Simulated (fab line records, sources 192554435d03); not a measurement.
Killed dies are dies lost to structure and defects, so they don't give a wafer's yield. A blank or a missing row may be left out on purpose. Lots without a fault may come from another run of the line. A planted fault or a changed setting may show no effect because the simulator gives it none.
Which tool did it? | flow n5_finfet | 24 lots, 72 wafers sampled, at 2 steps of a route of 1938

WHAT THE GAUGES READ, wafer by wafer
N5_BEOL_M9_INSPECT_58: inspects for defects (darkfield). Usual: raw_defect_count 64, standard deviation 21.
lot  | measured     | on                | raw_defect_count | flag
L074 | day 10 05:36 | defect_inspect-02 | 81 110 58        |
L075 | day 10 06:01 | defect_inspect-02 | 58 43 80         |
L076 | day 10 06:52 | defect_inspect-01 | 59 54 42         |
L078 | day 10 15:34 | defect_inspect-01 | 47 51 65         |
L077 | day 10 16:41 | defect_inspect-01 | 61 75 46         |
L079 | day 11 00:55 | defect_inspect-01 | 67 79 59         |
L081 | day 11 08:29 | defect_inspect-01 | 78 73 81         |
L080 | day 11 08:46 | defect_inspect-01 | 72 137 76        |
L083 | day 11 14:14 | defect_inspect-01 | 93 130 68        |
L082 | day 12 02:07 | defect_inspect-01 | 56 84 35         |
L084 | day 12 02:25 | defect_inspect-02 | 70 107 42        |
L085 | day 12 10:33 | defect_inspect-01 | 72 71 83         |
L086 | day 12 18:44 | defect_inspect-01 | 42 41 53         |
L087 | day 12 20:13 | defect_inspect-01 | 46 40 30         |
L088 | day 13 18:10 | defect_inspect-02 | 56 61 37         |
L090 | day 13 18:28 | defect_inspect-01 | 66 41 56         |
L089 | day 13 19:33 | defect_inspect-02 | 27 56 60         |
L091 | day 14 16:34 | defect_inspect-02 | 63 71 63         |
L093 | day 14 17:32 | defect_inspect-01 | 49 52 61         |
L094 | day 14 21:14 | defect_inspect-02 | 41 75 38         |
L095 | day 15 01:01 | defect_inspect-02 | 52 56 59         |
L092 | day 15 01:01 | defect_inspect-02 | 68 89 118        |
L096 | day 15 17:25 | defect_inspect-02 | 37 50 39         |
L097 | day 16 02:05 | defect_inspect-01 | 59 40 99         |

WHICH TOOL RAN EACH LOT (tool, then ch and the chambers of the sampled wafers, then the start)
lot  | N5_BEOL_M9_DEP_56
L074 | pecvd-02 ch 0,1,2, day 10 05:30
L075 | pecvd-01 ch 0,1, day 10 05:55
L076 | pecvd-02 ch 1,2, day 10 06:46
L078 | pecvd-01 ch 0,1,2, day 10 15:28
L077 | pecvd-01 ch 0,2, day 10 16:35
L079 | pecvd-03 ch 0,1,2, day 11 00:50
L081 | pecvd-01 ch 0,1, day 11 08:23
L080 | pecvd-02 ch 0,1,2, day 11 08:40
L083 | pecvd-02 ch 0,1,2, day 11 14:10
L082 | pecvd-03 ch 0,2, day 12 02:00
L084 | pecvd-03 ch 0,2, day 12 02:19
L085 | pecvd-01 ch 0,2, day 12 10:27
L086 | pecvd-02 ch 1,2, day 12 18:37
L087 | pecvd-01 ch 0,2, day 12 20:00
L088 | pecvd-02 ch 0,1, day 13 18:04
L090 | pecvd-02 ch 1,2, day 13 18:22
L089 | pecvd-01 ch 0,1, day 13 19:27
L091 | pecvd-01 ch 0,1, day 14 16:28
L093 | pecvd-01 ch 0,1,2, day 14 17:26
L094 | pecvd-03 ch 0,2, day 14 21:06
L095 | pecvd-03 ch 0,2, day 15 00:44
L092 | pecvd-01 ch 0,2, day 15 00:50
L096 | pecvd-02 ch 1,2, day 15 17:19
L097 | pecvd-01 ch 0,1,2, day 16 01:59
- N5_BEOL_M9_DEP_56: deposits SiCN from 3MS/NH3, target thk 15 nm, time 26.5 s.

WHAT THE TOOLS THEMSELVES READ (means of the sampled wafers that have a number; where no wafer has one, the mark that the record gives instead)
N5_BEOL_M9_DEP_56. Usual: showerhead_plenum_p_Torr 3.665 Torr, standard deviation 0.012; throttle_valve_pct 9.0 %, standard deviation 0.46.
lot  | tool     | showerhead_plenum_p_Torr (Torr) | throttle_valve_pct (%) | flag
L074 | pecvd-02 | 3.677                           | 9.3                    |
L075 | pecvd-01 | 3.672                           | 8.9                    |
L076 | pecvd-02 | 3.675                           | 9.1                    |
L078 | pecvd-01 | 3.665                           | 9.0                    |
L077 | pecvd-01 | 3.663                           | 8.9                    |
L079 | pecvd-03 | 3.657                           | 8.8                    |
L081 | pecvd-01 | 3.669                           | 8.8                    |
L080 | pecvd-02 | 3.666                           | 9.2                    |
L083 | pecvd-02 | 3.671                           | 9.3                    |
L082 | pecvd-03 | 3.650                           | 8.5                    |
L084 | pecvd-03 | 3.647                           | 8.3                    |
L085 | pecvd-01 | 3.663                           | 8.9                    |
L086 | pecvd-02 | 3.671                           | 9.1                    |
L087 | pecvd-01 | 3.663                           | 9.0                    |
L088 | pecvd-02 | 3.665                           | 9.7                    |
L090 | pecvd-02 | 3.670                           | 9.2                    |
L089 | pecvd-01 | 3.664                           | 9.0                    |
L091 | pecvd-01 | 3.668                           | 9.0                    |
L093 | pecvd-01 | 3.665                           | 9.0                    |
L094 | pecvd-03 | 3.657                           | 8.8                    |
L095 | pecvd-03 | 3.659                           | 8.5                    |
L092 | pecvd-01 | 3.655                           | 8.9                    |
L096 | pecvd-02 | 3.673                           | 9.2                    |
L097 | pecvd-01 | 3.669                           | 9.0                    |

THE ANSWER, worked out from the rows above alone
Rule: a lot is off if the mean of its wafers that have a number lies more than 3 standard deviations from the usual mean. A lot without any number at a reading at which 4 lots or more have one is off too. The other lots that the step has rows for count as sound. The gauges are gone through in route order, then the tools' own readings, and for those a lot's mean is taken as printed above. The first step at which some lot is off is used, and at that step the reading that is off furthest; a lot without a number counts as furthest.
No lot is off at any reading shown: from this, nothing can be told.

WHAT THE SIMULATOR HAD PUT IN
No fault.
